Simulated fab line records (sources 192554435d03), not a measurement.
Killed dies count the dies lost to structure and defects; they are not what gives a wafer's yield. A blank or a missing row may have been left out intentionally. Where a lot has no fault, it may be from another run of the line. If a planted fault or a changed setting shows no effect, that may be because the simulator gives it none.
Chamber matching | flow n5 finfet | N5_DUMMY_GATE_ETCH_37 on rie diel-05: 4 sister chambers
The step etches SOC in N2/H2, target depth 60 nm, overetch 30 nm. 18 wafers are shown with their chamber, then 9 later ones without.

WAFERS WITH THEIR CHAMBER
wafer  | chamber | drypump motor current A (A) | showerhead plenum p Torr (Torr) | throttle valve pct (%)
L074.2 | 2       | 5.0                         | 2.67                            | 18.42
L074.3 | 3       | 5.6                         | 2.68                            | 17.66
L074.4 | 0       | 6.2                         | 2.42                            | 18.00
L076.1 | 3       | 5.6                         | 2.68                            | 17.69
L076.3 | 2       | 5.0                         | 2.67                            | 18.44
L076.4 | 0       | 6.2                         | 2.42                            | 18.02
L078.1 | 2       | 5.0                         | 2.67                            | 18.45
L078.3 | 0       | 6.1                         | 2.42                            | 18.03
L078.6 | 3       | 5.6                         | 2.67                            | 17.66
L081.1 | 2       | 5.0                         | 2.66                            | 18.45
L081.2 | 0       | 6.2                         | 2.41                            | 18.02
L081.3 | 1       | 5.7                         | 2.59                            | 17.79
L086.2 | 3       | 5.6                         | 2.67                            | 17.69
L086.3 | 2       | 5.0                         | 2.66                            | 18.48
L086.4 | 0       | 6.2                         | 2.41                            | 18.04
L091.2 | 2       | 5.0                         | 2.66                            | 18.50
L091.3 | 3       | 5.6                         | 2.66                            | 17.71
L091.4 | 3       | 5.6                         | 2.66                            | 17.72

SIGNATURES (averages over the wafers above)
reading                  | chamber 0 | chamber 1 | chamber 2 | chamber 3 | scatter within a chamber
drypump motor current A  | 6.180     | 5.700     | 5.000     | 5.600     | 0.0239
showerhead plenum p Torr | 2.4160    | 2.5900    | 2.6650    | 2.6700    | 0.00692
throttle valve pct       | 18.0220   | 17.7900   | 18.4567   | 17.6883   | 0.024
Rule: distance of a wafer from a chamber = root of the sum over the readings of ((wafer's reading minus chamber's mean) / reading's scatter) squared. The wafer belongs to the nearest chamber; if the next one is less than 2 further off, it can't be placed. The scatter is the square root of a quotient: the sum, over the shown wafers, of each reading's squared deviation from its chamber's mean, divided by wafers minus chambers.

WAFERS MISSING THEIR CHAMBER
wafer  | drypump motor current A (A) | showerhead plenum p Torr (Torr) | throttle valve pct (%)
L093.2 | 5.6                         | 2.66                            | 17.72
L093.4 | 6.1                         | 2.41                            | 18.07
L093.6 | 5.6                         | 2.66                            | 17.72
L095.1 | 5.0                         | 2.65                            | 18.50
L095.3 | 5.7                         | 2.58                            | 17.84
L095.4 | 5.6                         | 2.66                            | 17.74
L097.1 | 5.6                         | 2.66                            | 17.73
L097.4 | 5.0                         | 2.65                            | 18.51
L097.5 | 5.0                         | 2.65                            | 18.51

WHICH CHAMBER EACH ONE RAN IN
wafer  | from the rows above | in truth
L093.2 | 3                   | 3
L093.4 | 0                   | 0
L093.6 | 3                   | 3
L095.1 | 2                   | 2
L095.3 | 1                   | 1
L095.4 | 3                   | 3
L097.1 | 3                   | 3
L097.4 | 2                   | 2
L097.5 | 2                   | 2
Correctly placed: 9 of 9. Not placeable from these rows: 0. Placed wrongly: 0.
